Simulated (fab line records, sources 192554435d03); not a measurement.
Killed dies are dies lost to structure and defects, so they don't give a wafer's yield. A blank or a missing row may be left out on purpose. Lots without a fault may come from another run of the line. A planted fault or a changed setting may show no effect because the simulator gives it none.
A struck lot beside a sound one | flow n5_finfet | 15 steps out of a route of 1938
Sound: wafers L536.2, L536.5, L536.6. Struck: wafers L539.2, L539.3, L539.4. The cause comes at the end.
At each step with rows: each side's tool, then ch and its chambers, then its first start. Under that, the readings that differ: sound wafers | struck wafers | difference of the means | sigmas: that difference in standard deviations of wafers without a fault.
alike: readings whose means differ by less than 2 such deviations, and words and numbers that are the same on both sides. not compared: withheld readings, readings that some wafer has no value for, bounds like >300 that may hide the same value, and numbers for which the record gives no deviation and whose values overlap.
The two part at a step that has a row with sigmas, a row that says differs or no value, or rows on one side only. Numbers that don't overlap but have no deviation are shown without sigmas and don't part them. A reading that every wafer of one side lacks parts them only if that side has two wafers or more.

N5_BEOL_M7_OVL_MEAS_29:
  sound on overlay-02 ch 0, day 10 12:00; struck on overlay-01 ch 0, day 11 05:39
  alike: V6_OVL
N5_BEOL_M7_INSPECT_30: inspects for defects (brightfield).
  sound on defect_inspect-01, day 10 12:03; struck on defect_inspect-02, day 11 05:42
  reading          | sound       | struck      | difference | sigmas
  raw_defect_count | 557 446 777 | 370 481 281 | -216       | -2
N5_BEOL_M7_DESCUM_33: chemistry O2, time 7 s.
  sound on rie_diel-05 ch 0,3, day 10 12:05; struck on rie_diel-05 ch 0,1,3, day 11 05:46
  alike: drypump_motor_current_A, oes_product_au, rf_vpp_V, showerhead_plenum_p_Torr, throttle_valve_pct
  not compared: rf_hours_counter_h
N5_BEOL_M7_ETCH_72: etches underlayer in N2/H2, target depth 6.5 nm, time 5.2 s.
  sound on rie_diel-05 ch 0,3, day 10 12:07; struck on rie_diel-05 ch 0,1,3, day 11 05:47
  alike: drypump_motor_current_A, etch_rf_on_time_s, oes_product_au, rf_fwd_power_W, rf_vpp_V, showerhead_plenum_p_Torr, throttle_valve_pct
  not compared: rf_hours_counter_h
N5_BEOL_M7_ETCH_65: etches SiARC in CF4, target depth 15.6 nm, time 26 s.
  sound on rie_diel-05 ch 0,3, day 10 12:08; struck on rie_diel-05 ch 0,1,3, day 11 05:49
  alike: drypump_motor_current_A, etch_rf_on_time_s, oes_product_au, rf_fwd_power_W, rf_vpp_V, showerhead_plenum_p_Torr, throttle_valve_pct
  not compared: rf_hours_counter_h
N5_BEOL_M7_ETCH_66: etches SOC in N2/H2, target depth 80 nm, overetch 16 nm, time 120 s.
  sound on rie_diel-05 ch 0,3, day 10 12:10; struck on rie_diel-05 ch 0,1,3, day 11 05:50
  alike: drypump_motor_current_A, oes_product_au, rf_fwd_power_W, rf_vpp_V, showerhead_plenum_p_Torr, throttle_valve_pct
  not compared: rf_hours_counter_h
then, 6 steps without rows for these wafers: N5_BEOL_M7_STRIP_69 (strips in N2/H2); N5_BEOL_M7_STRIP_73 (strips in N2/H2); N5_BEOL_M7_VIA_ETCH_34 (etches SiCOH lowk in C4F6/O2, target depth 125.5 nm, time 50.5 s); N5_BEOL_M7_STRIP_76 (strips in C4F6/O2); N5_BEOL_M7_STRIP_36 (strips in N2/H2); N5_BEOL_M7_TRENCH_ETCH_37 (etches SiCOH lowk in C4F6/O2, target depth 93.478 nm, time 31.2 s).
N5_BEOL_M7_ETCH_41: etches SiCN in CH3F/O2, target depth 31.9 nm, time 57.8 s.
  sound on rie_diel-05 ch 0,3, day 10 12:23; struck on rie_diel-05 ch 0,1,3, day 11 06:04
  reading                  | sound             | struck            | difference | sigmas
  rf_fwd_power_W (W)       | 389.5 389.0 387.6 | 291.9 296.3 295.2 | -94.2      | -52
  rf_vpp_V (V)             | 297.8 299.8 296.6 | 325.7 323.7 323.0 | +26.1      | +16
  model.etch.depth_nm (nm) | 22.01 22.2 21.49  | 19.8 19.51 19.12  | -2.4       |
  alike: drypump_motor_current_A, oes_product_au, showerhead_plenum_p_Torr, throttle_valve_pct
  not compared: rf_hours_counter_h
N5_BEOL_M7_STRIP_80: strips in N2/H2, time 10 s.
  sound on rie_diel-05 ch 0,3; struck on rie_diel-05 ch 0,1,3
  alike: drypump_motor_current_A, oes_product_au, rf_vpp_V, showerhead_plenum_p_Torr, throttle_valve_pct
  not compared: rf_hours_counter_h
then, 1 step without rows for these wafers: N5_PASSIVATION_PROBE_49.

WHERE THEY PART
First at N5_BEOL_M7_INSPECT_30; last, within this record, at N5_BEOL_M7_ETCH_41. Later steps at which nothing parts them and some readings are alike: N5_BEOL_M7_STRIP_80.

WHY: what the simulator had put in
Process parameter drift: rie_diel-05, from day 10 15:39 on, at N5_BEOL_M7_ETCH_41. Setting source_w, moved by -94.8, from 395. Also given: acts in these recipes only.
